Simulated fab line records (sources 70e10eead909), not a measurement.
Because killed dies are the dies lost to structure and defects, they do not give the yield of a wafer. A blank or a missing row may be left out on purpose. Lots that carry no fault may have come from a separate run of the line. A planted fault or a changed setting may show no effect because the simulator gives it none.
Struck lot and sound lot, side by side    flow nand harc    19 out of 1302 route steps
Sound: the wafers L153.1, L153.4, L153.6. Struck: wafers L160.4, L160.5. (L160.3 of the same lot was not struck and is left out.) The cause comes at the end.
For every step that has rows: the tool of each side, followed by ch and its chambers, followed by its first start. Under that, the readings that differ: sound wafers    struck wafers    difference of the means    sigmas: that difference in standard deviations of wafers without a fault.
alike: words and numbers the same on both sides, and readings whose means are apart by under 2 such deviations; not compared: readings that were withheld, readings missing a value for some wafer, numbers with overlapping values and no deviation given by the record, and bounds like >300 which may hide the same value.
Wherever a step has rows on one side only, a row that says differs or no value, or a row with sigmas, the two part there. Numbers that have no deviation but don't overlap get no sigmas and don't part them. A reading that every wafer of one side lacks parts them only if that side has two wafers or more.

NHARC_A_ONON_D2_THK_MEAS_34: measures by ellipsometry.
  sound: film metro-02 at day 14 17:52; struck: film metro-01 at day 17 19:50
  alike: thk nm
NHARC_A_ONON_D2_INSPECT_32:
  sound: defect inspect-02 at day 14 17:56; struck: defect inspect-02 at day 17 19:53
reading           sound        struck   difference  sigmas
raw defect count  329 390 216  740 968  +542        +3
NHARC_A_CHANNEL_HOLE_D2_DEP_00: deposits aC, target thk 3100 nm.
  sound on acl dep-02 ch 0, day 14 18:15; struck on acl dep-01 ch 0, day 17 20:35
  alike: throttle valve pct
NHARC_A_CHANNEL_HOLE_D2_DEP_01: deposits SiON, target thk 140 nm.
  sound on pecvd-01 ch 1,2, day 14 20:13; struck on pecvd-04 ch 1,2, day 17 21:56
  alike: heater power outer w, heater power w
  not compared: since wet clean h
then, 7 steps without rows for these wafers: NHARC_A_CHANNEL_HOLE_D2_DEHYDRATE_02 (time 120 s); NHARC_A_CHANNEL_HOLE_D2_HMDS_03 (time 30 s); NHARC_A_CHANNEL_HOLE_D2_COAT_36 (time 75 s); NHARC_A_CHANNEL_HOLE_D2_COAT_37 (time 65 s); NHARC_A_CHANNEL_HOLE_D2_COAT_04 (resist thk 90 nm); NHARC_A_CHANNEL_HOLE_D2_SOFTBAKE_05 (time 55 s); NHARC_A_CHANNEL_HOLE_D2_EBR_06.
NHARC_A_CHANNEL_HOLE_D2_EXPOSE_07: exposes mask HOLE D2, target cd 100 nm.
  sound on arfi scanner-03 ch 0, day 14 20:39; struck on arfi scanner-03 ch 0, day 17 22:21
  alike: mask
then, 2 steps without rows for these wafers: NHARC_A_CHANNEL_HOLE_D2_PEB_08 (peb time 65 s); NHARC_A_CHANNEL_HOLE_D2_DEVELOP_09 (develop time 35 s).
NHARC_A_CHANNEL_HOLE_D2_CD_MEAS_10: target cd 100 nm.
  sound on cd sem-02 ch 0, day 14 20:47; struck on cd sem-03 ch 0, day 17 22:29
  alike: cd nm
NHARC_A_CHANNEL_HOLE_D2_OVL_MEAS_11:
  sound: overlay-02 at day 14 20:52; struck: overlay-01 at day 17 22:34
reading            sound           struck   difference  sigmas
overlay x nm (nm)  -2.5 -2.6 -2.4  0.4 0.2  +2.8        +3
  alike: overlay y nm
NHARC_A_CHANNEL_HOLE_D2_INSPECT_12:
  sound: defect inspect-02 at day 14 20:55; struck: defect inspect-02 at day 17 22:37
  alike: raw defect count
NHARC_A_CHANNEL_HOLE_D2_DESCUM_15: chemistry O2, time 3 s.
  sound on rie diel-01 ch 0,3, day 14 20:58; struck on rie diel-03 ch 0,2, day 17 22:40
reading       sound           struck     difference  sigmas
rf vpp V (V)  57.6 58.1 59.5  57.4 55.3  -2.1        -2
  alike: drypump motor current A, oes product au, showerhead plenum p Torr, throttle valve pct
  not compared: rf hours counter h, model.A_CHANNEL_HOLE_D2.cd nm
NHARC_A_CHANNEL_HOLE_D2_ETCH_38: etches the open film in CF4, target depth 39 nm, time 65 s.
  sound on rie diel-01 ch 0,3, day 14 21:05; struck on rie diel-03 ch 3, day 17 22:45
  alike: drypump motor current A, oes product au, rf vpp V, showerhead plenum p Torr, throttle valve pct
  not compared: rf hours counter h

WHERE THEY PART
First at NHARC_A_ONON_D2_INSPECT_32; last, within this record, at NHARC_A_CHANNEL_HOLE_D2_DESCUM_15. Later steps at which nothing parts them and some readings are alike: NHARC_A_CHANNEL_HOLE_D2_ETCH_38.

WHY: whatever the simulator had introduced
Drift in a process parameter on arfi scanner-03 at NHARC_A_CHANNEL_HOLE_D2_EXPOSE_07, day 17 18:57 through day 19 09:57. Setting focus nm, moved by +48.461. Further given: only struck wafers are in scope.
